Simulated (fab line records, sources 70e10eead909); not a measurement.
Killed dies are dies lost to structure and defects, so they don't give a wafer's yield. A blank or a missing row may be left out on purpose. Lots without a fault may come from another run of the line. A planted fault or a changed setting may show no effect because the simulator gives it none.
A struck lot beside a sound one | flow nand_harc | 14 steps out of a route of 1159
Sound: wafers L702.3, L702.5, L702.6. Struck: wafers L698.3, L698.5, L698.6. The cause comes at the end.
At each step with rows: each side's tool, then ch and its chambers, then its first start. Under that, the readings that differ: sound wafers | struck wafers | difference of the means | sigmas: that difference in standard deviations of wafers without a fault.
alike: readings whose means differ by less than 2 such deviations, and words and numbers that are the same on both sides. not compared: withheld readings, readings that some wafer has no value for, bounds like >300 that may hide the same value, and numbers for which the record gives no deviation and whose values overlap.
The two part at a step that has a row with sigmas, a row that says differs or no value, or rows on one side only. Numbers that don't overlap but have no deviation are shown without sigmas and don't part them. A reading that every wafer of one side lacks parts them only if that side has two wafers or more.

first, 1 step without rows for these wafers: NHARC_A_STAIRCASE_DESCUM_291 (chemistry O2, time 3 s).
NHARC_A_STAIRCASE_ETCH_292: etches the open film in CF4/CHF3.
  sound on rie_diel-11 ch 0,2,3, day 14 17:56; struck on rie_diel-09 ch 0,1,3, day 13 20:58
  reading                     | sound       | struck      | difference | sigmas
  drypump_motor_current_A (A) | 6.0 5.9 6.5 | 4.9 5.5 5.0 | -1.0       | -2
  alike: mfc_ar_sccm, oes_product_au, rf_vpp_V, showerhead_plenum_p_Torr, throttle_valve_pct
  not compared: rf_hours_counter_h
NHARC_A_STAIRCASE_HM_OPEN_460: chemistry O2/COS.
  sound on rie_diel-11 ch 1,2,3; struck on rie_diel-09 ch 1,2
  reading                     | sound             | struck      | difference | sigmas
  drypump_motor_current_A (A) | 6.2 5.8 6.5       | 4.9 4.9 4.9 | -1.3       | -3
  mfc_ar_sccm (sccm)          | 0.040 0.026 0.031 | 0 0 0       | +0         | -2
  alike: oes_product_au, rf_vpp_V, showerhead_plenum_p_Torr, throttle_valve_pct
  not compared: rf_hours_counter_h
then, 1 step without rows for these wafers: NHARC_A_STAIRCASE_STRIP_461 (strips in O2/COS).
NHARC_A_STAIRCASE_ETCH_452: etches the open film in CF4/O2, target depth 30 nm, overetch 3 nm, time 16.5 s.
  sound on rie_diel-11 ch 0,1; struck on rie_diel-09 ch 0,3
  alike: drypump_motor_current_A, mfc_ar_sccm, oes_product_au, rf_vpp_V, showerhead_plenum_p_Torr, throttle_valve_pct
  not compared: rf_hours_counter_h
NHARC_A_STAIRCASE_ETCH_294: etches the open film in C4F8/O2/Ar, target depth 4992 nm, time 1212.4 s.
  sound on rie_diel-11 ch 0,1,2; struck on rie_diel-09 ch 1,2
  alike: oes_product_au, rf_vpp_V
  not compared: rf_hours_counter_h
then, 4 steps without rows for these wafers: NHARC_A_STAIRCASE_STRIP_295 (strips in O2); NHARC_A_STAIRCASE_STRIP_296 (strips in SPM, time 900 s); NHARC_A_STAIRCASE_PRECLEAN_297 (cleans in SC1); NHARC_A_STAIRCASE_SRD_298.
NHARC_A_STAIRCASE_HM_DEP_462: deposits aC, target thk 800 nm.
  sound on acl_dep-01 ch 0, day 14 20:44; struck on acl_dep-01 ch 0, day 13 23:46
  reading              | sound | struck               | difference                   | sigmas
  susceptor_temp_C (C) | - - - | 399.70 400.19 400.29 | no value on the sound wafers |
  alike: throttle_valve_pct
NHARC_A_STAIRCASE_DEP_301: deposits SiON, target thk 30 nm.
  sound on pecvd-03 ch 0,1,2, day 14 21:59; struck on pecvd-04 ch 1,2, day 14 01:03
  no value came back on the struck wafers for chamber_pressure_Torr (Torr), heater_power_outer_w (W), heater_power_w (W); on the sound wafers chamber_pressure_Torr (Torr) reads 3.497 3.511 3.505
then, 1 step without rows for these wafers: NHARC_A_STAIRCASE_DEHYDRATE_302 (time 120 s).
-- the record jumps here: 8 days lie between the struck wafers' starts before and after (it left off in module A_STAIRCASE and takes up again in module END, whose first step shown is number 1159 of the route) --
NHARC_END_SORT_01:
  the record has rows for the struck wafers here (prober-02 ch 0, day 21 15:38) and none for the sound ones

WHERE THEY PART
First at NHARC_A_STAIRCASE_ETCH_292; last, within this record, at NHARC_END_SORT_01.

WHY: what the simulator had put in
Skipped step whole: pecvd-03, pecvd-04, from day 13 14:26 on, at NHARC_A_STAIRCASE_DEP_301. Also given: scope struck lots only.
